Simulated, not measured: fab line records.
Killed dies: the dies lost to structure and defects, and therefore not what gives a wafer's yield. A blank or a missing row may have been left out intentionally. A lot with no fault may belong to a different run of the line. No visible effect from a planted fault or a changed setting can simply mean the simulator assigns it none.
A struck lot beside a sound one | flow nand-harc | 36 steps out of a route of 1159
Sound: wafers L360.1, L360.2, L360.4. Struck: wafer L351.1. The cause is given at the end.
At each step with rows: each side's tool, then ch and its chambers, then its first start. Under that, the readings that differ: sound wafers | struck wafers | difference of the means | sigmas: that difference in standard deviations of wafers without a fault.
alike: a reading whose means differ by less than 2 such deviations, as well as words and numbers matching on both sides. not compared: withheld readings; readings where some wafer has no value; bounds like >300 that might hide an equal value; numbers whose values overlap and for which the record gives no deviation.
A row with sigmas, a row that says differs or no value, or rows on one side alone: a step with any of these is where the two part. Numbers that don't overlap but have no deviation are shown without sigmas and don't part them. Lack of a reading on every wafer of one side parts them only where that side has two or more wafers.

NHARC_A_WL_FILL_STRIP_27: strips in N2/H2, time 20 s.
  sound on plasma-asher-01 ch 0,1, day 19 15:46; struck on plasma-asher-02 ch 0, day 17 12:27
  alike: drypump-motor-current-A, heater-power-w
  not compared: rf-hours-counter-h
then, 4 steps without rows for these wafers: NHARC_A_WL_FILL_STRIP_28 (strips in post etch residue remover, time 1200 s); NHARC_A_WL_FILL_PRECLEAN_06 (cleans in DIW, time 300 s); NHARC_A_WL_FILL_SRD_07; NHARC_A_WL_FILL_ANNEAL_08 (time 1800 s).
NHARC_A_WL_FILL_ALD_10: deposits SiO2, target thk 50 nm, pulse time 10 s, ald cycles 500.
  sound on ald-hk-02 ch 0,2,3, day 19 21:06; struck on ald-hk-01 ch 1, day 17 15:26
  alike: heater-power-w, precursor-pulse-height-rel
NHARC_A_WL_FILL_ETCHBACK_16: etches the open film in C4F8/O2/Ar, target depth 88 nm, time 17.6 s.
  sound on rie-diel-02 ch 1,2,3; struck on rie-diel-10 ch 3
  reading                | sound         | struck | difference | sigmas
  rf-hours-counter-h (h) | 10.3 10.3 9.4 | 1.0    | -9.0       |
  alike: oes-product-au, rf-vpp-V
then, 4 steps without rows for these wafers: NHARC_A_WL_FILL_STRIP_29 (strips in O2, time 20 s); NHARC_A_WL_FILL_ETCHBACK_17 (etches the open film in Cl2/BCl3, target depth 4 nm, time 26.7 s); NHARC_A_WL_FILL_PRECLEAN_18 (cleans in dHF, time 30 s); NHARC_A_WL_FILL_SRD_21.
NHARC_A_WL_FILL_CVD_23: deposits poly-Si, target thk 40 nm, time 800 s.
  sound on lpcvd-poly-01 ch 0, day 20 04:26; struck on lpcvd-poly-04 ch 0, day 17 22:29
  alike: spike-tc-top-C
then, 5 steps without rows for these wafers: NHARC_A_WL_FILL_ETCHBACK_26 (etches the open film in HBr, target depth 52 nm, time 13.3 s); NHARC_A_WL_FILL_PRECLEAN_30 (cleans in dHF, time 10 s); NHARC_A_WL_FILL_SRD_14; NHARC_A_WL_FILL_ALD_19 (deposits TiN, target thk 2 nm, pulse time 3 s, ald cycles 100); NHARC_A_WL_FILL_CVD_20 (deposits W, target thk 75 nm, time 5064 s).
NHARC_A_WL_FILL_CMP_12: polishes, t overpolish 30 s, target thk 75 nm.
  sound on cmp-01 ch 1,2,3, day 20 12:56; struck on cmp-02 ch 3, day 18 12:03
  reading                    | sound             | struck | difference | sigmas
  slurry-filter-dp-kPa (kPa) | 13.53 13.60 13.41 | 13.96  | +0.45      | +3
  alike: motor-current-A, overpolish-run-s, time-to-endpoint-s
then, 2 steps without rows for these wafers: NHARC_A_WL_FILL_SRD_31; NHARC_A_CONTACT_DEP_24 (deposits SiO2, target thk 500 nm).
NHARC_A_CONTACT_DEP_28: deposits aC, target thk 3600 nm.
  sound on acl-dep-02 ch 0, day 20 14:17; struck on acl-dep-02 ch 0, day 18 14:26
  alike: throttle-valve-pct
then, 11 steps without rows for these wafers: NHARC_A_CONTACT_DEP_29 (deposits SiON, target thk 70 nm); NHARC_A_CONTACT_DEHYDRATE_32 (time 120 s); NHARC_A_CONTACT_HMDS_33 (time 30 s); NHARC_A_CONTACT_COAT_34 (time 75 s); NHARC_A_CONTACT_COAT_35 (time 65 s); NHARC_A_CONTACT_COAT_36 (resist thk 90 nm); NHARC_A_CONTACT_SOFTBAKE_37 (time 55 s); NHARC_A_CONTACT_EBR_38; NHARC_A_CONTACT_EXPOSE_39 (exposes mask A CC 3); NHARC_A_CONTACT_PEB_40 (peb time 65 s); NHARC_A_CONTACT_DEVELOP_41 (develop time 35 s).
NHARC_A_CONTACT_CD_MEAS_42: target cd 200 nm.
  sound on cd-sem-03 ch 0, day 20 17:14; struck on cd-sem-03 ch 0, day 18 17:17
  alike: cd-nm
NHARC_A_CONTACT_OVL_MEAS_43:
  struck on overlay-01, day 18 17:22; sound on overlay-01, day 20 17:19
  alike: overlay-x-nm, overlay-y-nm
then, 1 step without rows for these wafers: NHARC_A_CONTACT_DESCUM_47 (chemistry O2, time 3 s).
-- the record jumps here: 3 days lie between the struck wafers' starts before and after (it left off in module A_CONTACT and takes up again in module END, whose first step shown is number 1159 of the route) --
NHARC_END_SORT_01:
  only the struck wafers appear in the record here, on prober-01 ch 0 at day 21 20:16; the sound ones have no rows

== WHERE THEY PART ==
At NHARC_A_WL_FILL_CMP_12 first; at NHARC_END_SORT_01 last (within this record only).

WHY: the cause the simulator had injected
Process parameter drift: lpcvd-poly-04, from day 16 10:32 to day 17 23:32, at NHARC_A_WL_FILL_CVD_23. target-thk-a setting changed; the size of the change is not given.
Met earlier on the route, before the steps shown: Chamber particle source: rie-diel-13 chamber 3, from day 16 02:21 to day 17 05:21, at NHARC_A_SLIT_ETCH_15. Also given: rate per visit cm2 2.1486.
